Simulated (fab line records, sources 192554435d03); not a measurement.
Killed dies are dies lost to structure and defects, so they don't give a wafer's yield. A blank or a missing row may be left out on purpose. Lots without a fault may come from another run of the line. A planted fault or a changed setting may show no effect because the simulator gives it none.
Chamber matching | flow n5_finfet | N5_BEOL_M14_DESCUM_33 on rie_diel-05: 4 sister chambers
The step chemistry O2, time 7.9 s. 20 wafers are shown with their chamber, then 10 later ones without.

WAFERS WITH THEIR CHAMBER
wafer  | chamber | drypump_motor_current_A (A) | showerhead_plenum_p_Torr (Torr) | throttle_valve_pct (%)
L080.2 | 0       | 5.3                         | 1.89                            | 20.61
L080.3 | 3       | 5.1                         | 2.05                            | 20.46
L080.4 | 1       | 6.6                         | 2.24                            | 20.63
L079.1 | 1       | 6.6                         | 2.24                            | 20.62
L079.3 | 0       | 5.3                         | 1.89                            | 20.61
L079.5 | 3       | 5.1                         | 2.05                            | 20.48
L081.1 | 1       | 6.6                         | 2.23                            | 20.63
L081.3 | 0       | 5.3                         | 1.89                            | 20.64
L081.6 | 3       | 5.1                         | 2.05                            | 20.49
L084.1 | 2       | 5.4                         | 2.23                            | 20.09
L084.2 | 1       | 6.6                         | 2.23                            | 20.64
L084.5 | 1       | 6.6                         | 2.23                            | 20.64
L085.2 | 1       | 6.6                         | 2.23                            | 20.64
L085.5 | 2       | 5.4                         | 2.23                            | 20.08
L085.6 | 1       | 6.6                         | 2.23                            | 20.64
L087.2 | 2       | 5.5                         | 2.22                            | 20.09
L087.4 | 1       | 6.6                         | 2.23                            | 20.63
L087.6 | 0       | 5.3                         | 1.88                            | 20.65
L089.2 | 2       | 5.4                         | 2.22                            | 20.10
L089.4 | 1       | 6.6                         | 2.23                            | 20.66

SIGNATURES (means of the wafers above)
reading                  | chamber 0 | chamber 1 | chamber 2 | chamber 3 | scatter within a chamber
drypump_motor_current_A  | 5.300     | 6.600     | 5.425     | 5.100     | 0.0217
showerhead_plenum_p_Torr | 1.8875    | 2.2322    | 2.2250    | 2.0500    | 0.00455
throttle_valve_pct       | 20.6275   | 20.6367   | 20.0900   | 20.4767   | 0.0136
Rule: a wafer's distance from a chamber is the root of the sum, over the readings, of the square of ((its reading less the chamber's mean) divided by the reading's scatter). The wafer belongs to the nearest chamber; if the next one is less than 2 further off, it can't be placed. The scatter: the root of (the sum of the squares of (reading less its chamber's mean) over the shown wafers, divided by (wafers less chambers)).

WAFERS WITHOUT THEIR CHAMBER
wafer  | drypump_motor_current_A (A) | showerhead_plenum_p_Torr (Torr) | throttle_valve_pct (%)
L089.6 | 5.1                         | 2.05                            | 20.06
L088.1 | 5.1                         | 2.05                            | 20.05
L088.5 | 5.5                         | 2.22                            | 20.08
L088.6 | 6.6                         | 2.23                            | 20.68
L090.1 | 5.4                         | 2.22                            | 20.10
L090.2 | 6.6                         | 2.23                            | 20.66
L090.6 | 6.6                         | 2.23                            | 20.67
L096.1 | 5.1                         | 2.04                            | 20.08
L096.4 | 5.5                         | 2.22                            | 20.13
L096.5 | 6.6                         | 2.22                            | 20.68

WHICH CHAMBER EACH WENT THROUGH
wafer  | from the rows above | in truth
L089.6 | 3                   | 3
L088.1 | 3                   | 3
L088.5 | 2                   | 2
L088.6 | 1                   | 1
L090.1 | 2                   | 2
L090.2 | 1                   | 1
L090.6 | 1                   | 1
L096.1 | 3                   | 3
L096.4 | 2                   | 2
L096.5 | 1                   | 1
Placed correctly: 10 of 10. Can't be placed from these rows: 0. Placed wrongly: 0.
